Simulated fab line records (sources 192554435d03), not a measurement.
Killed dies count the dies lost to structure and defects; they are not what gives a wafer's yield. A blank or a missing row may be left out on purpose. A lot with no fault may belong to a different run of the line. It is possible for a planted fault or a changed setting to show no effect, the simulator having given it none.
Split-lot experiment ; flow n5Finfet ; 39 wafers read across 7 lots, on a route 1938 steps long

== THE SPLIT ITSELF ==
At N5_DUMMY_GATE_ETCH_44 (etches poly-Si in HBr/O2, stops on SiO2, target depth 127.5 nm), the setting targetDepthA was moved away from the recipe's 1275 angstrom on 15 of the 39 wafers read, by -12.5% to +10.9%. This setting was run at the recipe's value on the other wafers.

The reading is taken at the split's own step.

== THE READING ==
oesProductAu, in a.u., at N5_DUMMY_GATE_ETCH_44 (etches poly-Si in HBr/O2, stops on SiO2, target depth 127.5 nm). Typical for fault-free wafers on this fab line: 0.723 a.u., with standard deviation 0.012 a.u.

wafer;tool, chamber at the split;targetDepthA as run, angstrom;against the recipe;oesProductAu, a.u.;against lot-mates on the recipe
L080.1;rieSi-04, 2;1382;+8.4%;0.692;-0.033
L080.2;rieSi-04, 3;1382;+8.4%;0.699;-0.026
L080.3;rieSi-04, 0;1382;+8.4%;0.688;-0.037
L080.4;rieSi-04, 1;1275;recipe;0.727;-
L080.5;rieSi-04, 2;1275;recipe;0.726;-
L080.6;rieSi-04, 1;1275;recipe;0.723;-
L081.1;rieSi-03, 0;1376;+7.9%;0.713;-0.017
L081.2;rieSi-03, 2;1376;+7.9%;0.699;-0.031
L081.3;rieSi-03, 3;1275;recipe;0.722;-
L081.4;rieSi-03, 1;1376;+7.9%;0.690;-0.040
L081.5;rieSi-03, 3;1275;recipe;0.720;-
L081.6;rieSi-03, 0;1275;recipe;0.748;-
L087.1;rieSi-02, 0;1275;recipe;0.721;-
L087.2;rieSi-02, 1;1403;+10.0%;0.692;-0.030
L087.3;rieSi-02, 2;1275;recipe;0.729;-
L087.4;rieSi-02, 3;1403;+10.0%;0.680;-0.042
L087.5;rieSi-02, 3;1275;recipe;0.716;-
L087.6;rieSi-02, 2;1403;+10.0%;0.706;-0.016
L088.1;rieSi-02, 3;1275;recipe;0.712;-
L088.2;rieSi-02, 1;1275;recipe;0.726;-
L088.3;rieSi-02, 2;1275;recipe;0.737;-
L088.4;rieSi-02, 0;1275;recipe;0.715;-
L088.5;rieSi-02, 2;1275;recipe;0.742;-
L088.6;rieSi-02, 1;1275;recipe;0.735;-
L090.1;rieSi-03, 0;1115;-12.5%;0.788;+0.075
L090.2;rieSi-03, 3;1275;recipe;0.717;-
L090.3;rieSi-03, 2;1275;recipe;0.709;-
L090.4;rieSi-03, 1;1115;-12.5%;0.772;+0.059
L090.5;rieSi-03, 0;1115;-12.5%;0.795;+0.082
L090.6;rieSi-03, 1;1275;recipe;0.713;-
L096.1;rieSi-02, 1;1275;recipe;0.736;-
L096.5;rieSi-02, 0;1275;recipe;0.720;-
L096.6;rieSi-02, 3;1275;recipe;0.705;-
L097.1;rieSi-03, 3;1275;recipe;0.734;-
L097.2;rieSi-03, 1;1275;recipe;0.720;-
L097.3;rieSi-03, 0;1275;recipe;0.749;-
L097.4;rieSi-03, 2;1414;+10.9%;0.696;-0.038
L097.5;rieSi-03, 2;1414;+10.9%;0.709;-0.025
L097.6;rieSi-03, 3;1414;+10.9%;0.701;-0.033

THE FIT
A straight line over all 39 wafers: oesProductAu changes by -0.00365 a.u. for each +1% of targetDepthA; r = -0.88; the points scatter about the line by 0.012 a.u.
The same after taking each lot's own level away (the mean of its wafers on the recipe; 39 wafers): -0.00422 a.u. for each +1%; r = -0.91; scatter 0.012 a.u.
The reading moves by 0.053 a.u. for the largest change in targetDepthA, on that fit.
Measured against the standard deviation above, the lots' own levels, which go from 0.7130 to 0.7343 a.u., span 1.8 times it.
So the slope is not independent of the lot-to-lot level: the two fits are not the same.
Check: for one of the wafers moved furthest among these (-12.5%), held out of the fit, the line's prediction against its lot-mates is +0.0532 a.u. It came out at +0.075 a.u. against them.
Tool readings at the split's step, against how far the setting was moved: oesProductAu r = -0.88.

== THESE WAFERS: OTHER SPLITS ==
These wafers also went through other splits before the reading. Each is held against what the fit with the lots' levels taken away leaves over:
other split on the same wafers;wafers away from the commonest value;r with oesProductAu (lot level and that fit taken away)
N5_FIN_SAQP_ALD_61 tempC;12;+0.14
N5_FIN_SAQP_HM_DEP_72 targetThkA;15;-0.02
N5_DUMMY_GATE_ETCH_32 timeS;18;-0.13

== THE FILE'S OWN FIT ==
oesProductAu changes by -0.00401 a.u. for each +1% of targetDepthA, r = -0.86.
